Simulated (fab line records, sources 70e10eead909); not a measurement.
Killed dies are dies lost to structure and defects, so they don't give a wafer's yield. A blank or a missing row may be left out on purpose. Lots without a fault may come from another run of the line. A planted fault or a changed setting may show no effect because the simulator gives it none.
Chamber matching | flow nand_harc | NHARC_A_STAIRCASE_ETCH_313 on rie_diel-06: 4 sister chambers
The step etches the open film in CF4/CHF3. 14 wafers are shown with their chamber, then 7 later ones without.

WAFERS WITH THEIR CHAMBER
wafer  | chamber | showerhead_plenum_p_Torr (Torr) | rf_vpp_V (V) | oes_product_au (a.u.)
L078.1 | 2       | 1.68                            | 374.0        | 0.915
L078.4 | 0       | 1.58                            | 371.4        | 0.924
L078.5 | 1       | 1.61                            | 371.4        | 0.929
L079.2 | 2       | 1.68                            | 372.2        | 0.922
L079.5 | 2       | 1.68                            | 372.4        | 0.925
L079.6 | 0       | 1.58                            | 371.2        | 0.921
L081.2 | 2       | 1.68                            | 372.9        | 0.913
L081.3 | 0       | 1.58                            | 370.6        | 0.926
L081.5 | 3       | 1.54                            | 369.2        | 0.933
L082.1 | 0       | 1.58                            | 371.5        | 0.927
L082.4 | 2       | 1.68                            | 372.6        | 0.898
L082.6 | 1       | 1.60                            | 370.3        | 0.936
L085.2 | 2       | 1.67                            | 374.2        | 0.924
L085.4 | 0       | 1.57                            | 371.3        | 0.931

SIGNATURES (means of the wafers above)
reading                  | chamber 0 | chamber 1 | chamber 2 | chamber 3 | scatter within a chamber
showerhead_plenum_p_Torr | 1.5780    | 1.6050    | 1.6783    | 1.5400    | 0.00462
rf_vpp_V                 | 371.200   | 370.850   | 373.050   | 369.200   | 0.686
oes_product_au           | 0.92580   | 0.93250   | 0.91617   | 0.93300   | 0.00771
Rule: a wafer's distance from a chamber is the root of the sum, over the readings, of the square of ((its reading less the chamber's mean) divided by the reading's scatter). The wafer belongs to the nearest chamber; if the next one is less than 2 further off, it can't be placed. The scatter: the root of (the sum of the squares of (reading less its chamber's mean) over the shown wafers, divided by (wafers less chambers)).

WAFERS WITHOUT THEIR CHAMBER
wafer  | showerhead_plenum_p_Torr (Torr) | rf_vpp_V (V) | oes_product_au (a.u.)
L085.6 | 1.57                            | 371.1        | 0.927
L092.1 | 1.57                            | 371.7        | 0.970
L092.2 | 1.59                            | 371.2        | 0.981
L092.6 | 1.53                            | 369.2        | 0.963
L095.2 | 1.53                            | 368.1        | 0.922
L095.3 | 1.56                            | 368.9        | 0.940
L095.6 | 1.57                            | 371.3        | 0.935

WHICH CHAMBER EACH WENT THROUGH
wafer  | from the rows above     | in truth
L085.6 | 0                       | 0
L092.1 | 0                       | 0
L092.2 | can't be placed: 1 or 0 | 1
L092.6 | 3                       | 3
L095.2 | 3                       | 3
L095.3 | can't be placed: 3 or 0 | 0
L095.6 | 0                       | 0
Placed correctly: 5 of 7. Can't be placed from these rows: 2 (the true chamber is among the candidates in 2). Placed wrongly: 0.
